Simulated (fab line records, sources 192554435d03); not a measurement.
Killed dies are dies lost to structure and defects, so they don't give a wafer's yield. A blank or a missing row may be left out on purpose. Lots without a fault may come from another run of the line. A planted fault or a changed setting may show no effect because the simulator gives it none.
fab line records | flow n5_finfet
record lots=7 wafers=21
route steps=1938 shown BEOL_M5@1123 BEOL_M6@1204
start_h: hours from the record's first day to the start of the lot's first wafer shown | wait_h: hours since the lot's step before | " the same as in the row above | L1.1+2: a row that stands for several wafers | - no value, or no start given | * or withheld: withheld | < > ~ a bound
route shown NAME@n: a module of which the file shows steps, and the number in the route of the first | usual: mean/standard deviation of fault-free wafers | same: alike in all rows | chamber/n: place in a boat | sites: the reading at each site | _std_site: their standard deviation | _edge_site: outer sites' mean less inner sites' | radius_mm: how far each site lies from the wafer's centre | mask NAME#n: copy n | behind: the tool/chamber that last shaped the wafer | hold: why the lot was held/for how many hours/how that ended | device: the transistor (n, p or np) that didn't switch | end of line: the same wafers' tests at the end of the route | a step without rows: its recipe alone | killed: dies lost to structure and defects at the first sort, not the wafer's yield | map: a wafer's dies, x killed, . not, _ none there
set.NAME: the setting as run; set.NAME@STEP: as run at that earlier step | model.NAME: the simulator's own value behind a step, which no gauge read
lots whose settings were changed on purpose; a table a step, a row a wafer
## steps
# step N5_BEOL_M5_EXPOSE_08
# recipe mask_id=M5 na=0.33 source_shape=annular sigma_inner=0.4 sigma_outer=0.8 polarization=unpolarized target_cd_nm=28 dose_mj=35.75
# columns lot.wafer tool chamber start_h wait_h mask set.dose_mj
L074.1 euv_scanner-01 0 168.35 - M5#0 35.75
L074.3+4 " 0 " " M5#0 36.73
L076.1+6 euv_scanner-01 0 177.85 - M5#0 36.99
L076.3 " 0 " " M5#0 35.75
L077.1+5 euv_scanner-01 0 178.08 - M5#0 35.75
L077.4 " 0 " " M5#0 37.39
L086.1+6 euv_scanner-02 0 229.19 - M5#0 33.09
L086.5 " 0 " " M5#0 35.75
L088.1+3+6 euv_scanner-02 0 247.12 - M5#0 35.75
L094.1+4+5 euv_scanner-02 0 287.89 - M5#0 35.75
L096.1+6 euv_scanner-02 0 317.65 - M5#0 34.79
L096.3 " 0 " " M5#0 35.75
# step N5_BEOL_M5_PEB_09
# recipe peb_temp_c=100 peb_time_s=60 resist=CAR-EUV
# step N5_BEOL_M5_DEVELOP_10
# recipe develop_time_s=30 developer=TMAH resist=CAR-EUV rinse_liquid=surfactant_rinse dry=air_spin dev_temp_c=23
# step N5_BEOL_M5_CD_MEAS_11
# recipe target_cd_nm=27.74 landing_energy_ev=500 detector=se_inlens
# usual cd_nm=27.96/0.22
# columns lot.wafer tool chamber start_h wait_h set.dose_mj@BEOL_M5_EXPOSE_08 cd_nm
L074.1 cd_sem-01 0 168.47 - 35.75 28.21
L074.3 " 0 " " 36.73 28.45
L074.4 " 0 " " 36.73 28.83
L076.1 cd_sem-01 0 177.98 - 36.99 28.74
L076.3 " 0 " " 35.75 27.75
L076.6 " 0 " " 36.99 28.82
L077.1 cd_sem-01 0 178.21 - 35.75 27.83
L077.4 " 0 " " 37.39 28.64
L077.5 " 0 " " 35.75 27.75
L086.1 cd_sem-03 0 229.31 - 33.09 25.94
L086.5 " 0 " " 35.75 27.85
L086.6 " 0 " " 33.09 26.09
L088.1 cd_sem-03 0 247.25 - 35.75 27.84
L088.3 " 0 " " 35.75 27.80
L088.6 " 0 " " 35.75 28.22
L094.1 cd_sem-02 0 288.02 - 35.75 27.71
L094.4 " 0 " " 35.75 28.10
L094.5 " 0 " " 35.75 28.13
L096.1 cd_sem-02 0 317.78 - 34.79 27.22
L096.3 " 0 " " 35.75 28.02
L096.6 " 0 " " 34.79 27.39
# step N5_BEOL_M5_DESCUM_16
# recipe chemistry=O2 time_s=7 source_power_w=50 bias_power_w=20 pressure_mtorr=20 rf_frequency_hz=2.712e+07 temp_c=40 resist=CAR-EUV o2_flow_sccm=225
# columns lot.wafer tool chamber start_h wait_h set.dose_mj@BEOL_M5_EXPOSE_08 model.BEOL_M5.cd_nm
L074.1 rie_diel-05 1 168.66 0.1 35.75 28.2
L074.3+4 " 2,3 " " 36.73 28.8
L076.1+6 rie_diel-06 3 178.10 0.0 36.99 28.8
L076.3 " 2 " " 35.75 28
L077.1+5 rie_diel-06 0 178.33 0.0 35.75 27.8
L077.4 " 2 " " 37.39 28.6
L086.1+6 rie_diel-04 2,1 229.44 0.0 33.09 26
L086.5 " 2 " " 35.75 28.2
L088.1+6 rie_diel-04 2,3 247.56 0.2 35.75 28
L088.3 " 0 " " 35.75 27.8
L094.1 rie_diel-05 1 289.15 1.0 35.75 28
L094.4+5 " 3,1 " " 35.75 28.2
L096.1+6 rie_diel-06 0,2 317.90 0.0 34.79 27.4
L096.3 " 1 " " 35.75 28
# step N5_BEOL_M5_ETCH_72
# recipe chemistry=N2/H2 target=underlayer target_depth_a=65 mask_material=CAR-EUV time_s=5.2 ion_energy_ev=200 pressure_mtorr=30 source_w=840 bias_w=150 n2_flow_sccm=200 h2_flow_sccm=200 ends=cleared
# columns lot.wafer tool chamber start_h wait_h set.dose_mj@BEOL_M5_EXPOSE_08 model.BEOL_M5.cd_nm
L074.1 rie_diel-05 1 168.70 0.0 35.75 28.2
L074.3+4 " 2,3 " " 36.73 28.8
L076.1+6 rie_diel-06 3 178.13 0.0 36.99 28.8
L076.3 " 2 " " 35.75 27.8
L077.1+5 rie_diel-06 0 178.36 0.0 35.75 27.8
L077.4 " 2 " " 37.39 28.6
L086.1+6 rie_diel-04 2,1 229.47 0.0 33.09 26
L086.5 " 2 " " 35.75 28.2
L088.1+6 rie_diel-04 2,3 247.59 0.0 35.75 28
L088.3 " 0 " " 35.75 27.8
L094.1 rie_diel-05 1 289.18 0.0 35.75 28
L094.4+5 " 3,1 " " 35.75 28.2
L096.1 rie_diel-06 0 317.93 0.0 34.79 27.2
L096.3 " 1 " " 35.75 28
L096.6 " 2 " " 34.79 27.4
# step N5_BEOL_M5_ETCH_61
# recipe chemistry=CF4 target=SiARC target_depth_a=156 mask_material=CAR-EUV time_s=26 ion_energy_ev=80 pressure_mtorr=40 source_w=545 bias_w=36 Ar_flow_sccm=100 cf4_flow_sccm=100 ends=cleared
# step N5_BEOL_M5_ETCH_62
# recipe chemistry=N2/H2 target=SOC target_depth_a=750 overetch_a=150 mask_material=SiARC temp_c=40 time_s=112.5 ion_energy_ev=200 pressure_mtorr=30 source_w=840 bias_w=150 n2_flow_sccm=200 h2_flow_sccm=200
# columns lot.wafer tool chamber start_h wait_h set.dose_mj@BEOL_M5_EXPOSE_08 model.BEOL_M5.cd_nm
L074.1 rie_diel-05 1 168.74 0.0 35.75 28
L074.3 " 2 " " 36.73 29
L074.4 " 3 " " 36.73 28.8
L076.1 rie_diel-06 3 178.18 0.0 36.99 29
L076.3 " 2 " " 35.75 28.2
L076.6 " 3 " " 36.99 29.2
L077.1 rie_diel-06 0 178.41 0.0 35.75 27.8
L077.4 " 2 " " 37.39 28.8
L077.5 " 0 " " 35.75 28
L086.1 rie_diel-04 2 229.52 0.0 33.09 26.4
L086.5 " 2 " " 35.75 28.4
L086.6 " 1 " " 33.09 26
L088.1+6 rie_diel-04 2,3 247.64 0.0 35.75 28.2
L088.3 " 0 " " 35.75 27.8
L094.1 rie_diel-05 1 289.23 0.0 35.75 27.8
L094.4 " 3 " " 35.75 28.2
L094.5 " 1 " " 35.75 28
L096.1 rie_diel-06 0 317.98 0.0 34.79 27.4
L096.3 " 1 " " 35.75 27.8
L096.6 " 2 " " 34.79 27.2
# step N5_BEOL_M5_STRIP_63
# recipe chemistry=N2/H2 temp_c=40 n2_flow_sccm=200 h2_flow_sccm=200 rf_frequency_hz=6e+07
# step N5_BEOL_M5_STRIP_73
# recipe chemistry=N2/H2 temp_c=40 n2_flow_sccm=200 h2_flow_sccm=200 rf_frequency_hz=6e+07
# step N5_BEOL_M5_HM_OPEN_17
# recipe chemistry=Cl2/BCl3 target_depth_a=200 overetch_a=60 target=TiN mask_material=SOC ion_energy_ev=150 pressure_mtorr=10 icp_w=1000 bias_w=126 Cl2_flow_sccm=53.25 bcl3_flow_sccm=21.75 Ar_flow_sccm=25
# step N5_BEOL_M5_STRIP_19
# recipe chemistry=O2 power_w=400 temp_c=40 pressure_mtorr=30 rf_frequency_hz=6e+07 bias_power_w=0 overash_fraction=0.2 o2_flow_sccm=225
# step N5_BEOL_M5_CD_MEAS_18
# recipe pitch_nm=56 target_cd_nm=28
# usual cd_nm=28.00/0.29
# columns lot.wafer tool chamber start_h wait_h set.dose_mj@BEOL_M5_EXPOSE_08 cd_nm
L074.1 cd_sem-01 - 169.09 0.0 35.75 27.97
L074.3 " - " " 36.73 28.96
L074.4 " - " " 36.73 28.86
L076.1 cd_sem-02 - 178.61 0.0 36.99 29.14
L076.3 " - " " 35.75 28.10
L076.6 " - " " 36.99 29.27
L077.1 cd_sem-02 - 178.76 0.0 35.75 27.99
L077.4 " - " " 37.39 28.60
L077.5 " - " " 35.75 27.97
L086.1 cd_sem-01 - 229.90 0.0 33.09 26.20
L086.5 " - " " 35.75 28.22
L086.6 " - " " 33.09 26.24
L088.1 cd_sem-01 - 248.21 0.0 35.75 28.47
L088.3 " - " " 35.75 27.55
L088.6 " - " " 35.75 28.32
L094.1 cd_sem-03 - 289.61 0.0 35.75 27.84
L094.4 " - " " 35.75 27.98
L094.5 " - " " 35.75 27.71
L096.1 cd_sem-03 - 318.42 0.0 34.79 27.10
L096.3 " - " " 35.75 27.89
L096.6 " - " " 34.79 27.17
# step N5_BEOL_M5_COAT_65
# recipe resist=SOC temp_c=250 time_s=60 spin_rpm=1500 resist_thk_nm=60
# step N5_BEOL_M5_COAT_66
# recipe resist=SiARC temp_c=220 time_s=60 spin_rpm=1500 resist_thk_nm=12
# step N5_BEOL_M5_DESCUM_33
# recipe chemistry=O2 time_s=7 source_power_w=50 bias_power_w=20 pressure_mtorr=20 rf_frequency_hz=2.712e+07 temp_c=40 resist=CAR-EUV o2_flow_sccm=225
# step N5_BEOL_M5_ETCH_75
# recipe chemistry=N2/H2 target=underlayer target_depth_a=65 mask_material=CAR-EUV time_s=5.2 ion_energy_ev=200 pressure_mtorr=30 source_w=840 bias_w=150 n2_flow_sccm=200 h2_flow_sccm=200 ends=cleared
# columns lot.wafer tool chamber start_h wait_h set.dose_mj@BEOL_M5_EXPOSE_08 model.BEOL_M5.cd_nm
L074.1 rie_diel-06 1 169.56 0.0 35.75 28.2
L074.3 " 3 " " 36.73 29
L074.4 " 0 " " 36.73 28.8
L076.1+6 rie_diel-05 0,1 179.08 0.0 36.99 29.2
L076.3 " 1 " " 35.75 28.4
L077.1 rie_diel-06 2 179.52 0.0 35.75 27.6
L077.4 " 3 " " 37.39 28.4
L077.5 " 2 " " 35.75 27.8
L086.1+6 rie_diel-04 1,3 231.68 0.0 33.09 26.2
L086.5 " 2 " " 35.75 28.2
L088.1 rie_diel-05 0 250.44 0.0 35.75 28.2
L088.3 " 1 " " 35.75 27.6
L088.6 " 3 " " 35.75 27.8
L094.1 rie_diel-06 2 290.79 0.0 35.75 28
L094.4 " 3 " " 35.75 28.4
L094.5 " 0 " " 35.75 28.2
L096.1+6 rie_diel-04 2,0 320.19 0.0 34.79 27.2
L096.3 " 0 " " 35.75 28
# step N5_BEOL_M5_ETCH_67
# recipe chemistry=CF4 target=SiARC target_depth_a=156 mask_material=CAR-EUV time_s=26 ion_energy_ev=80 pressure_mtorr=40 source_w=545 bias_w=36 Ar_flow_sccm=100 cf4_flow_sccm=100 ends=cleared
# step N5_BEOL_M5_ETCH_68
# recipe chemistry=N2/H2 target=SOC target_depth_a=800 overetch_a=160 mask_material=SiARC temp_c=40 time_s=120 ion_energy_ev=200 pressure_mtorr=30 source_w=840 bias_w=150 n2_flow_sccm=200 h2_flow_sccm=200
# step N5_BEOL_M5_STRIP_85
# recipe chemistry=C4F6/O2 resist=SiARC rf_frequency_hz=6e+07
# step N5_BEOL_M5_STRIP_36
# recipe chemistry=N2/H2 power_w=450 temp_c=40 pressure_mtorr=20 rf_frequency_hz=6e+07 overash_fraction=0.3 bias_power_w=7 h2_frac=0.5 n2_flow_sccm=200 h2_flow_sccm=200
# step N5_BEOL_M5_TRENCH_ETCH_37
# recipe chemistry=C4F6/O2 target_depth_a=716.52 target=SiCOH_lowk time_s=24.7 ion_energy_ev=250 pressure_mtorr=30 source_w=345 bias_w=185 Ar_flow_sccm=300 C4F6_flow_sccm=10 O2_flow_sccm=10
# columns lot.wafer tool chamber start_h wait_h set.dose_mj@BEOL_M5_EXPOSE_08 model.BEOL_M5.cd_nm
L074.1 rie_diel-06 1 - - 35.75 28
L074.3 " 3 " " 36.73 28.8
L074.4 " 0 " " 36.73 28.6
L076.1+6 rie_diel-05 0,1 - - 36.99 29.2
L076.3 " 1 " " 35.75 28.2
L077.1+5 rie_diel-06 2 - - 35.75 28
L077.4 " 3 " " 37.39 28.8
L086.1+6 rie_diel-04 1,3 - - 33.09 26.2
L086.5 " 2 " " 35.75 28.6
L088.1+6 rie_diel-05 0,3 - - 35.75 28.2
L088.3 " 1 " " 35.75 27.6
L094.1 rie_diel-06 2 - - 35.75 27.8
L094.4 " 3 " " 35.75 28.2
L094.5 " 0 " " 35.75 28
L096.1 rie_diel-04 2 - - 34.79 27.4
L096.3 " 0 " " 35.75 27.8
L096.6 " 0 " " 34.79 27
# step N5_BEOL_M5_ETCH_41
# recipe chemistry=CH3F/O2 target=SiCN target_depth_a=315 taper_deg=2 time_s=56.7 ion_energy_ev=120 mask_material=TiN pressure_mtorr=30 source_w=395 bias_w=75 Ar_flow_sccm=150 CH3F_flow_sccm=30 O2_flow_sccm=20
# step N5_BEOL_M5_STRIP_91
# recipe chemistry=N2/H2 time_s=10 power_w=450 temp_c=40 pressure_mtorr=20 rf_frequency_hz=6e+07 bias_power_w=7 n2_flow_sccm=200 h2_flow_sccm=200
# step N5_BEOL_M5_PRECLEAN_42
# recipe chemistry=residue_remover time_s=60 temp_c=40
# step N5_BEOL_M5_SRD_43
# recipe time_s=30 temp_c=23 rinse_liquid=diw dry=ipa_marangoni
# step N5_BEOL_M5_CD_MEAS_35
# recipe target_cd_nm=28 target_cd_y_nm=24 polarity=opening
# usual cd_nm=27.98/0.28
# columns lot.wafer tool chamber start_h wait_h set.dose_mj@BEOL_M5_EXPOSE_08 cd_nm
L074.1 cd_sem-02 - 170.11 0.0 35.75 27.98
L074.3 " - " " 36.73 28.67
L074.4 " - " " 36.73 28.91
L076.1 cd_sem-01 - 179.62 0.0 36.99 29.23
L076.3 " - " " 35.75 28.03
L076.6 " - " " 36.99 28.86
L077.1 cd_sem-03 - 180.05 0.0 35.75 28.25
L077.4 " - " " 37.39 29.01
L077.5 " - " " 35.75 27.96
L086.1 cd_sem-02 - 232.22 0.0 33.09 26.28
L086.5 " - " " 35.75 28.49
L086.6 " - " " 33.09 26.52
L088.1 cd_sem-02 - 250.98 0.0 35.75 28.31
L088.3 " - " " 35.75 27.62
L088.6 " - " " 35.75 27.99
L094.1 cd_sem-02 - 291.33 0.0 35.75 28.16
L094.4 " - " " 35.75 27.98
L094.5 " - " " 35.75 28.33
L096.1 cd_sem-03 - 320.73 0.0 34.79 26.73
L096.3 " - " " 35.75 28.04
L096.6 " - " " 34.79 27.10
# step N5_BEOL_M6_EXPOSE_08
# recipe mask_id=M6 na=1.35 source_shape=dipole sigma_inner=0.817 sigma_outer=0.97 polarization=te dose_mj=68.25
# columns lot.wafer tool chamber start_h wait_h mask set.dose_mj
L074.1+4 arfi_scanner-01 0 181.22 - M6#0 66.23
L074.3 " 0 " " M6#0 68.25
L076.1+6 arfi_scanner-03 0 188.48 - M6#0 71.79
L076.3 " 0 " " M6#0 68.25
L077.1+5 arfi_scanner-02 0 188.65 - M6#0 70.5
L077.4 " 0 " " M6#0 68.25
L086.1 arfi_scanner-02 0 243.59 - M6#0 68.25
L086.5+6 " 0 " " M6#0 66.29
L088.1+3 arfi_scanner-01 0 269.14 - M6#0 70.88
L088.6 " 0 " " M6#0 68.25
L094.1+4+5 arfi_scanner-03 0 301.30 - M6#0 68.25
L096.1+3 arfi_scanner-02 0 331.34 - M6#0 68.25
L096.6 " 0 " " M6#0 72.35
# step N5_BEOL_M6_PEB_09
# recipe peb_temp_c=withheld peb_time_s=60 resist=CAR-ArF
# step N5_BEOL_M6_DEVELOP_10
# recipe develop_time_s=30 developer=TMAH resist=CAR-ArF rinse_liquid=diw dry=air_spin dev_temp_c=23
# step N5_BEOL_M6_CD_MEAS_11
# recipe target_cd_nm=38.5 landing_energy_ev=500 detector=se_inlens polarity=opening
# usual cd_nm=38.6/0.48
# columns lot.wafer tool chamber start_h wait_h set.dose_mj@BEOL_M6_EXPOSE_08 cd_nm
L074.1 cd_sem-03 0 181.34 - 66.23 36.8
L074.3 " 0 " " 68.25 37.5
L074.4 " 0 " " 66.23 36.9
L076.1 cd_sem-03 0 188.61 - 71.79 41.3
L076.3 " 0 " " 68.25 38.7
L076.6 " 0 " " 71.79 41.4
L077.1 cd_sem-03 0 188.78 - 70.5 39.4
L077.4 " 0 " " 68.25 38.0
L077.5 " 0 " " 70.5 39.8
L086.1 cd_sem-03 0 243.72 - 68.25 38.9
L086.5 " 0 " " 66.29 37.3
L086.6 " 0 " " 66.29 37.2
L088.1 cd_sem-02 0 269.27 - 70.88 40.0
L088.3 " 0 " " 70.88 40.4
L088.6 " 0 " " 68.25 37.9
L094.1 cd_sem-03 0 301.43 - 68.25 38.4
L094.4 " 0 " " 68.25 37.8
L094.5 " 0 " " 68.25 38.2
L096.1 cd_sem-02 0 331.46 - 68.25 38.7
L096.3 " 0 " " 68.25 39.1
L096.6 " 0 " " 72.35 42.0
# step N5_BEOL_M6_DESCUM_16
# recipe chemistry=O2 time_s=7.9 source_power_w=50 bias_power_w=20 pressure_mtorr=20 rf_frequency_hz=2.712e+07 temp_c=40 resist=CAR-ArF o2_flow_sccm=225
# step N5_BEOL_M6_ETCH_61
# recipe chemistry=CF4 target=SiARC target_depth_a=455 mask_material=CAR-ArF time_s=75.8 ion_energy_ev=80 pressure_mtorr=40 source_w=545 bias_w=36 Ar_flow_sccm=100 cf4_flow_sccm=100 ends=cleared
# columns lot.wafer tool chamber start_h wait_h set.dose_mj@BEOL_M6_EXPOSE_08 model.BEOL_M6.cd_offset_nm
L074.1+4 rie_diel-03 2,1 181.47 0.0 66.23 -1.4
L074.3 " 3 " " 68.25 -0.8
L076.1 rie_diel-02 0 188.73 0.0 71.79 2.8
L076.3 " 1 " " 68.25 -0.2
L076.6 " 0 " " 71.79 2.6
L077.1 rie_diel-03 1 188.92 0.0 70.5 1.2
L077.4 " 1 " " 68.25 -0.6
L077.5 " 2 " " 70.5 1.8
L086.1 rie_diel-02 2 244.19 0.0 68.25 0.4
L086.5 " 0 " " 66.29 -0.4
L086.6 " 2 " " 66.29 -1
L088.1 rie_diel-03 1 269.39 0.0 70.88 1.4
L088.3 " 2 " " 70.88 2
L088.6 " 2 " " 68.25 -0.4
L094.1 rie_diel-02 1 301.56 0.0 68.25 -0.2
L094.4 " 3 " " 68.25 -0.6
L094.5 " 0 " " 68.25 -0.4
L096.1 rie_diel-03 3 331.67 0.0 68.25 0
L096.3 " 1 " " 68.25 0.4
L096.6 " 3 " " 72.35 3.4
## key
split step=N5_BEOL_M5_EXPOSE_08 setting=dose_mj stated=35.75 by=wafer
response step=N5_BEOL_M5_CD_MEAS_11 reading=cd_nm change=+0.235 per=1% r=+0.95
response step=N5_BEOL_M5_DESCUM_16 reading=model.BEOL_M5.cd_nm change=+0.253 per=1% r=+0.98
response step=N5_BEOL_M5_ETCH_72 reading=model.BEOL_M5.cd_nm change=+0.262 per=1% r=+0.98
response step=N5_BEOL_M5_ETCH_62 reading=model.BEOL_M5.cd_nm change=+0.266 per=1% r=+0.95
response step=N5_BEOL_M5_CD_MEAS_18 reading=cd_nm change=+0.254 per=1% r=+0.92
response step=N5_BEOL_M5_ETCH_75 reading=model.BEOL_M5.cd_nm change=+0.242 per=1% r=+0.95
response step=N5_BEOL_M5_TRENCH_ETCH_37 reading=model.BEOL_M5.cd_nm change=+0.277 per=1% r=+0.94
response step=N5_BEOL_M5_CD_MEAS_35 reading=cd_nm change=+0.276 per=1% r=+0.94
split step=N5_BEOL_M6_EXPOSE_08 setting=dose_mj stated=68.25 by=wafer
response step=N5_BEOL_M6_CD_MEAS_11 reading=cd_nm change=+0.507 per=1% r=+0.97
response step=N5_BEOL_M6_ETCH_61 reading=model.BEOL_M6.cd_offset_nm change=+0.513 per=1% r=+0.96
